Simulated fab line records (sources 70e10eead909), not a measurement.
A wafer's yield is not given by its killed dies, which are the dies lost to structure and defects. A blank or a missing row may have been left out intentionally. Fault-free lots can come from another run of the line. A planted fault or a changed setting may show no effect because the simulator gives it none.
3 desks looking at one fault    flow nand harc    what lay behind the numbers comes last; until then each desk has only its own

== THE DEFECT DESK ==
Inspection counts along the route, by lot: the mean over sampled wafers that carry a number. The brackets show how far a lot's mean lies from the usual mean; more than 4 standard deviations puts the lot out of limits, marked OUT.
Columns: A = raw defect count at NHARC_A_CHANNEL_HOLE_D2_INSPECT_40, usual 267
lot   first seen here  A
L221  day 13 18:17     166
L220  day 13 22:50     369
L222  day 14 15:08     222
L223  day 15 01:12     282
L224  day 15 20:41     236
L228  day 17 15:26     504
L231  day 18 01:57     267
L229  day 18 06:07     202
L232  day 18 14:19     290
L234  day 19 22:41     1239 (+11) OUT
L237  day 21 10:02     1308 (+12) OUT
This desk's finding: out of limits on L234, L237; first on L234, day 19 22:41 (raw defect count at NHARC_A_CHANNEL_HOLE_D2_INSPECT_40). L221, L220, L222, L223, L224, L228, L231, L229, L232: within limits.

== AT THE TOOL OWNER'S DESK: har etch-01 ==
The tool's own readings at NHARC_A_CHANNEL_HOLE_D2_ETCH_22 (etches the open film in C4F8/O2/Ar, time 666.7 s, target depth 1600 nm): means of the sampled wafers that have a number, for each lot that ran on this tool. The brackets show how far a lot's mean lies from the usual mean; more than 4 standard deviations puts the lot out of limits, marked OUT.
Columns: A = drypump motor current A at NHARC_A_CHANNEL_HOLE_D2_ETCH_22, usual 5.58 A; B = o2 flow sccm at NHARC_A_CHANNEL_HOLE_D2_ETCH_22, usual 35.70 sccm; C = showerhead plenum p Torr at NHARC_A_CHANNEL_HOLE_D2_ETCH_22, usual 3.66 Torr; D = throttle valve pct at NHARC_A_CHANNEL_HOLE_D2_ETCH_22, usual 32.155 %
lot   first seen here  A     B      C     D
L221  day 13 13:27     5.57  35.72  3.66  32.155
L228  day 17 10:35     5.55  35.70  3.63  32.150
L232  day 18 09:38     5.66  35.70  3.59  32.161
L234  day 19 17:52     5.65  35.74  3.57  32.147
L237  day 21 05:11     5.65  35.60  3.56  32.144
Result from this desk: across the 5 lots, nothing is out of limits.

== METROLOGY DESK ==
Means of the sampled wafers that have a number, per lot and without regard to the tool the lot ran on: this is what the gauges read. The brackets show how far a lot's mean lies from the usual mean; more than 4 standard deviations puts the lot out of limits, marked OUT.
Columns: A = cd nm at NHARC_A_CHANNEL_HOLE_D2_CD_MEAS_10, usual 99.9 nm
lot   first seen here  A
L221  day 13 11:13     99.9
L220  day 13 13:05     99.5
L222  day 14 08:05     99.6
L223  day 14 18:08     99.9
L224  day 15 10:14     100.1
L228  day 17 03:32     99.6
L231  day 17 18:55     100.0
L229  day 17 19:15     100.1
L232  day 18 07:01     99.7
L234  day 19 13:29     99.9
L237  day 21 01:49     100.0
Result from this desk: across the 11 lots, nothing is out of limits.

== PUT TOGETHER ==
The defect desk could have raised an alarm at day 19 22:41, on L234, L237.
Nothing out of limits was seen by the tool owner's desk.
At the metrology desk, nothing out of limits was observed.
Tool owner's desk: L234, L237 on record, inside its limits.
The metrology desk has L234, L237 on record, within its limits.
Of the lots named, all ran NHARC_A_CHANNEL_HOLE_D2_ETCH_22 on har etch-01.

== WHAT HAD BEEN PUT IN BY THE SIMULATOR ==
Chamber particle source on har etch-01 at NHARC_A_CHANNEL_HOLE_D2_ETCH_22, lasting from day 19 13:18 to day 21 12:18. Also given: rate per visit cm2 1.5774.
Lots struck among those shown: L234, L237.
Hours from the fault's start to each desk's first reading out of limits: the defect desk, 9.
